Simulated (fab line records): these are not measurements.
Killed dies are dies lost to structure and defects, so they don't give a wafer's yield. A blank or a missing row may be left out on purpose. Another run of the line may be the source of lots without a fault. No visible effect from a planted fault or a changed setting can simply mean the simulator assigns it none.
One fault through the eyes of 2 desks | flow n5-finfet | each desk holds nothing but its own numbers, with what lay behind them at the end

FOR THE TOOL OWNER'S DESK: rie-diel-04
The tool's own readings at N5_BEOL_M12_ETCH_68 (etches SOC in N2/H2, time 285 s): means of the sampled wafers that have a number, for each lot that ran on this tool. Any lot whose mean is over 4 standard deviations away from the usual mean is out of limits and marked OUT; that distance is given in the brackets.
Columns: A = drypump-motor-current-A at N5_BEOL_M12_ETCH_68, usual 5.8 A; B = oes-product-au at N5_BEOL_M12_ETCH_68, usual 0.79 a.u.; C = rf-vpp-V at N5_BEOL_M12_ETCH_68, usual 523.8 V; D = run-length-s at N5_BEOL_M12_ETCH_68, usual 308.3 s; E = showerhead-plenum-p-Torr at N5_BEOL_M12_ETCH_68, usual 2.53 Torr; F = throttle-valve-pct at N5_BEOL_M12_ETCH_68, usual 17.77 %
lot  | first seen here | A   | B    | C     | D                       | E    | F
L612 | day 10 20:59    | 5.7 | 0.84 | 525.8 | 308.6                   | 2.57 | 17.69
L613 | day 10 23:31    | 5.4 | 0.72 | 523.0 | 308.0                   | 2.53 | 17.86
L614 | day 11 12:51    | 5.7 | 0.83 | 524.3 | 308.4                   | 2.56 | 17.71
L617 | day 11 21:17    | 5.6 | 0.75 | 523.4 | 308.1                   | 2.54 | 17.79
L620 | day 13 07:19    | 5.4 | 0.71 | 523.3 | 253.5 (-99 or more) OUT | 2.52 | 17.90
L626 | day 14 13:37    | 5.5 | 0.88 | 524.2 | 253.6 (-99 or more) OUT | 2.54 | 17.68
L625 | day 14 16:53    | 5.5 | 0.82 | 524.6 | 253.9 (-99 or more) OUT | 2.54 | 17.81
L629 | day 17 05:52    | 5.8 | 0.79 | 524.0 | 308.1                   | 2.52 | 17.56
This desk's finding: out of limits on L620, L625, L626; first on L620, day 13 07:19 (run-length-s at N5_BEOL_M12_ETCH_68). L612, L613, L614, L617, L629 stayed within limits.

THE METROLOGY DESK
What the gauges read, lot by lot, whatever tool the lot ran on: means of the sampled wafers that have a number. Any lot whose mean is over 4 standard deviations away from the usual mean is out of limits and marked OUT; that distance is given in the brackets.
Columns: A = M12_ILD_THK at N5_BEOL_M12_THK_MEAS_01, usual 658 nm
lot  | first seen here | A
L612 | day 10 19:22    | 661
L613 | day 10 21:39    | 663
L614 | day 11 11:14    | 652
L617 | day 11 19:47    | 658
L620 | day 13 05:16    | 665
L623 | day 13 22:53    | 647
L627 | day 14 08:23    | 651
L626 | day 14 12:07    | 652
L625 | day 14 15:13    | 664
L628 | day 15 04:55    | 658
L629 | day 17 04:23    | 668
This desk found nothing out of limits on any of the 11 lots.

TAKEN TOGETHER
On L620, L625, L626, at day 13 07:19, an alarm was possible from the tool owner's desk.
Metrology desk: nothing out of limits seen.
The metrology desk has L620, L625, L626 on record, within its limits.
All the named lots went through N5_BEOL_M12_ETCH_68 on rie-diel-04.

WHAT WAS PUT IN BY THE SIMULATOR
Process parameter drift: rie-diel-04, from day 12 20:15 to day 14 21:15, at N5_BEOL_M12_ETCH_68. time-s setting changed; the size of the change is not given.
Lots struck among those shown: L620, L625, L626.
Delay in hours, fault start to first out-of-limits reading, by desk: the tool owner's desk at 11.
